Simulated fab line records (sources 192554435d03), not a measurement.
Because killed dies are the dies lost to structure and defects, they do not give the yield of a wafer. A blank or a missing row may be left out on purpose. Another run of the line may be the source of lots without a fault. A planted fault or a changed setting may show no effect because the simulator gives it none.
Split-lot study ; flow n5_finfet ; 7 lots, 21 wafers read, on a route of 1938 steps

== SPLIT DETAILS ==
At N5_BEOL_M0_TRENCH_ETCH_107 (etches SiOC in C4F6/O2, target depth 32.8 nm, time 16.4 s), the setting target_depth_a was moved away from the recipe's 328 angstrom on 6 of the 21 wafers read, by -11.7% to +9.4%. For the rest of the wafers, this setting stayed at what the recipe calls for.

== FROM THE SPLIT TO THE READING: what the file shows between them, 1 step ==
- N5_BEOL_M0_STRIP_142: strips in N2/H2, time 10 s

== THE READING ==
trench_depth_nm, in nm, at N5_BEOL_M0_OCD_MEAS_108. Typical for fault-free wafers on this fab line: 32.9 nm, with standard deviation 0.47 nm.

wafer;tool, chamber at the split;target_depth_a as run, angstrom;against the recipe;trench_depth_nm, nm;against lot-mates on the recipe
L074.1;rie_diel-05, 0;328;recipe;31.8;-
L074.2;rie_diel-05, 3;328;recipe;32.5;-
L074.4;rie_diel-05, 2;328;recipe;32.6;-
L075.3;rie_diel-01, 1;289.7;-11.7%;28.9;-4.2
L075.4;rie_diel-01, 3;328;recipe;33.8;-
L075.5;rie_diel-01, 2;328;recipe;32.4;-
L076.1;rie_diel-01, 0;358.9;+9.4%;34.9;+2.3
L076.4;rie_diel-01, 3;328;recipe;32.6;-
L076.5;rie_diel-01, 0;358.9;+9.4%;35.7;+3.1
L077.1;rie_diel-02, 0;328;recipe;32.4;-
L077.3;rie_diel-02, 3;328;recipe;33.4;-
L077.6;rie_diel-02, 2;328;recipe;32.9;-
L080.4;rie_diel-02, 3;306.2;-6.6%;31.2;-2.5
L080.5;rie_diel-02, 0;306.2;-6.6%;31.1;-2.6
L080.6;rie_diel-02, 3;328;recipe;33.7;-
L083.1;rie_diel-05, 1;292.1;-10.9%;29.4;-3.6
L083.2;rie_diel-05, 3;328;recipe;32.5;-
L083.6;rie_diel-05, 0;328;recipe;33.4;-
L090.4;rie_diel-01, 3;328;recipe;33.5;-
L090.5;rie_diel-01, 0;328;recipe;33.6;-
L090.6;rie_diel-01, 1;328;recipe;32.4;-

FIT RESULTS
A straight line over all 21 wafers: trench_depth_nm changes by +0.292 nm for each +1% of target_depth_a; r = +0.93; the points scatter about the line by 0.57 nm.
The same after taking each lot's own level away (the mean of its wafers on the recipe; 21 wafers): +0.328 nm for each +1%; r = +0.97; scatter 0.46 nm.
That fit puts the effect of the largest move of target_depth_a on the reading at 3.8 nm.
The lots' own levels span 32.30 to 33.70 nm, that is 3.0 times the standard deviation above.
Hence the slope depends on the lot-to-lot level, as the two fits are not the same.
Check: with one of the wafers moved furthest among these (-11.7%) left out of the fit, the line predicts -3.81 nm for it against its lot-mates. It came out at -4.2 nm against them.

== THESE WAFERS: OTHER SPLITS ==
Note: prior to the reading, these wafers also went through further splits. Each is held against what the fit with the lots' levels taken away leaves over:
other split on the same wafers;wafers away from the commonest value;r with trench_depth_nm (lot level and that fit taken away)
N5_MOL_CONTACT_COAG_COAT_76 spin_rpm;4;+0.51
N5_BEOL_M0_SAQP_DESCUM_19 time_s;8;-0.18

== THE WHOLE CHAIN: every reading that the file lists as answering this split, in the file's order ==
step;what it does;reading;change (the file's fit);r (the file's)
N5_BEOL_M0_TRENCH_ETCH_107;etches SiOC in C4F6/O2, target depth 32.8 nm, time 16.4 s;BEOL_M0.feature_depth_nm (the simulator's own value, which no gauge read);+0.348 nm for each +1% of the setting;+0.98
N5_BEOL_M0_OCD_MEAS_108;;trench_depth_nm;+0.332 nm for each +1% of the setting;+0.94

== THE FILE'S OWN FIT ==
trench_depth_nm changes by +0.332 nm for each +1% of target_depth_a, r = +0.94.
